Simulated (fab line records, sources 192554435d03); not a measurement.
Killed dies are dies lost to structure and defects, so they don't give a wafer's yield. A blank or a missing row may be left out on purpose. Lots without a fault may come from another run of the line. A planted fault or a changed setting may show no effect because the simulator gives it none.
A struck lot beside a sound one | flow n5_finfet | 22 steps out of a route of 1938
Sound: wafers L985.3, L985.5, L985.6. Struck: wafers L982.1, L982.6. (L982.5 of the same lot was not struck and is left out.) The cause comes at the end.
At each step with rows: each side's tool, then ch and its chambers, then its first start. Under that, the readings that differ: sound wafers | struck wafers | difference of the means | sigmas: that difference in standard deviations of wafers without a fault.
alike: readings whose means differ by less than 2 such deviations, and words and numbers that are the same on both sides. not compared: withheld readings, readings that some wafer has no value for, bounds like >300 that may hide the same value, and numbers for which the record gives no deviation and whose values overlap.
The two part at a step that has a row with sigmas, a row that says differs or no value, or rows on one side only. Numbers that don't overlap but have no deviation are shown without sigmas and don't part them. A reading that every wafer of one side lacks parts them only if that side has two wafers or more.

first, 9 steps without rows for these wafers: N5_BEOL_M11_SOFTBAKE_06 (time 60 s); N5_BEOL_M11_EXPOSE_08 (exposes mask M11); N5_BEOL_M11_PEB_09 (peb time 60 s); N5_BEOL_M11_DEVELOP_10 (develop time 30 s); N5_BEOL_M11_DESCUM_16 (chemistry O2, time 7.9 s); N5_BEOL_M11_ETCH_61 (etches SiARC in CF4, target depth 39 nm, time 65 s); N5_BEOL_M11_ETCH_62 (etches SOC in N2/H2, target depth 110 nm, overetch 22 nm, time 165 s); N5_BEOL_M11_STRIP_68 (strips in N2/H2); N5_BEOL_M11_STRIP_67 (strips in CF4).
N5_BEOL_M11_HM_OPEN_17: chemistry Cl2/BCl3, target TiN, target depth 20 nm, overetch 6 nm.
  sound on rie_metal-02 ch 0,1, day 17 06:04; struck on rie_metal-03 ch 0, day 16 22:13
  reading               | sound          | struck    | difference | sigmas
  oes_product_au (a.u.) | 0.57 0.64 0.57 | 0.76 0.76 | +0.17      | +3
  alike: bcl3_flow_sccm, drypump_motor_current_A, throttle_valve_pct
  not compared: rf_hours_counter_h
then, 9 steps without rows for these wafers: N5_BEOL_M11_STRIP_19 (strips in O2); N5_BEOL_M11_COAT_63 (time 60 s, resist thk 100 nm); N5_BEOL_M11_COAT_64 (time 60 s, resist thk 30 nm); N5_BEOL_M11_COAT_22 (resist thk 90 nm); N5_BEOL_M11_EBR_24; N5_BEOL_M11_SOFTBAKE_23 (time 60 s); N5_BEOL_M11_EXPOSE_25 (exposes mask V10); N5_BEOL_M11_PEB_26 (peb time 60 s); N5_BEOL_M11_DEVELOP_27 (develop time 30 s).
N5_BEOL_M11_INSPECT_30: inspects for defects (brightfield).
  sound on defect_inspect-01, day 17 07:45; struck on defect_inspect-01, day 16 23:58
  reading          | sound       | struck   | difference | sigmas
  raw_defect_count | 320 292 400 | 1001 829 | +578       | +6
then, 1 step without rows for these wafers: N5_BEOL_M11_DESCUM_33 (chemistry O2, time 7.9 s).
N5_PASSIVATION_PROBE_49:
  sound on prober-01, day 19 10:31; struck on prober-02, day 18 20:58
  reading                  | sound          | struck    | difference | sigmas
  defect_limited_yield (%) | 92.1 91.9 89.8 | 82.5 81.0 | -9.5       | -7
  killed_at_M4_up          | 19 15 20       | 119 119   | +101       | +20
  killed_dies              | 93 96 120      | 207 224   | +112       | +7
  sort_bin_5_function (%)  | 4.7 5.2 4.9    | 11.9 12.2 | +7.1       | +8
  sort_n_pass              | 1087 1084 1060 | 973 956   | -112       | -7
  sort_yield_pct (%)       | 92.1 91.9 89.8 | 82.5 81.0 | -9.5       | -6
  alike: killed_at_M0_to_M3, killed_at_contacts, killed_at_front_end, killed_at_other, killed_open, killed_short, sort_bin_6_memory

WHERE THEY PART
First at N5_BEOL_M11_HM_OPEN_17; last, within this record, at N5_PASSIVATION_PROBE_49.

WHY: what the simulator had put in
Chamber particle source: rie_metal-03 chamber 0, from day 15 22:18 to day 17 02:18, at N5_BEOL_M11_HM_OPEN_17. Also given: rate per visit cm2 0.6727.
